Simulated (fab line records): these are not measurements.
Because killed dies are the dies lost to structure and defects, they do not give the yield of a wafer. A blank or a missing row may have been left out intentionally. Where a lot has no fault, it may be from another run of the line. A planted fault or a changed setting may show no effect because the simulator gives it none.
Split-lot trial | flow n5Finfet | 7 lots, 21 wafers read, on a route of 1938 steps

SPLIT DETAILS
At N5_FIN_SAQP_FIN_ETCH_36 (etches the open film in HBr/Cl2/O2, target depth 120 nm, time 50.4 s), the setting icpW was moved away from the recipe's 800 W on 6 of the 21 wafers read, by -12.0% to +17.8%. This setting was run at the recipe's value on the other wafers.

The split's own step is where the reading is taken.

THE READING
oesProductAu, in a.u., at N5_FIN_SAQP_FIN_ETCH_36 (etches the open film in HBr/Cl2/O2, target depth 120 nm, time 50.4 s). A value of 1.011 a.u. with a standard deviation of 0.019 a.u. is what fault-free wafers of this fab line usually give.

wafer  | tool, chamber at the split | icpW as run, W | against the recipe | oesProductAu, a.u. | against lot-mates on the recipe
L074.4 | rieSi-06, 1                | 800            | recipe             | 1.000              | -
L074.5 | rieSi-06, 0                | 704.2          | -12.0%             | 0.985              | -0.015
L074.6 | rieSi-06, 3                | 704.2          | -12.0%             | 0.982              | -0.018
L076.1 | rieSi-06, 0                | 800            | recipe             | 1.019              | -
L076.2 | rieSi-06, 3                | 800            | recipe             | 1.032              | -
L076.6 | rieSi-06, 0                | 800            | recipe             | 1.027              | -
L080.1 | rieSi-01, 0                | 942.3          | +17.8%             | 1.074              | +0.060
L080.2 | rieSi-01, 1                | 800            | recipe             | 1.010              | -
L080.5 | rieSi-01, 2                | 800            | recipe             | 1.019              | -
L084.2 | rieSi-04, 3                | 800            | recipe             | 1.032              | -
L084.3 | rieSi-04, 0                | 800            | recipe             | 1.023              | -
L084.6 | rieSi-04, 2                | 800            | recipe             | 1.013              | -
L088.1 | rieSi-04, 3                | 800            | recipe             | 1.046              | -
L088.2 | rieSi-04, 0                | 722.7          | -9.7%              | 0.996              | -0.054
L088.5 | rieSi-04, 3                | 800            | recipe             | 1.054              | -
L093.1 | rieSi-01, 3                | 800            | recipe             | 1.007              | -
L093.3 | rieSi-01, 1                | 800            | recipe             | 1.007              | -
L093.6 | rieSi-01, 0                | 734.6          | -8.2%              | 0.979              | -0.028
L097.1 | rieSi-01, 2                | 800            | recipe             | 1.020              | -
L097.2 | rieSi-01, 3                | 800            | recipe             | 1.004              | -
L097.6 | rieSi-01, 3                | 886.3          | +10.8%             | 1.035              | +0.023

FIT RESULTS
A straight line over all 21 wafers: oesProductAu changes by +0.0029 a.u. for each +1% of icpW; r = +0.81; the points scatter about the line by 0.014 a.u.
The same after taking each lot's own level away (the mean of its wafers on the recipe; 21 wafers): +0.00279 a.u. for each +1%; r = +0.88; scatter 0.01 a.u.
That fit puts the effect of the largest move of icpW on the reading at 0.05 a.u.
The span of the lots' own levels, 1.0000 to 1.0500 a.u., comes to 2.6 times the standard deviation stated above.
The two slopes agree, so the slope changes little with the lot-to-lot level.
Check: +0.0424 a.u. against its lot-mates is what the line predicts for one of the wafers moved furthest among these (+17.8%) when that wafer is left out of the fit. Against them it came out at +0.0595 a.u.
Tool readings at the split's step, against how far the setting was moved: oesProductAu r = +0.81.

THE FILE'S OWN FIT
oesProductAu changes by +0.00305 a.u. for each +1% of icpW, r = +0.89.
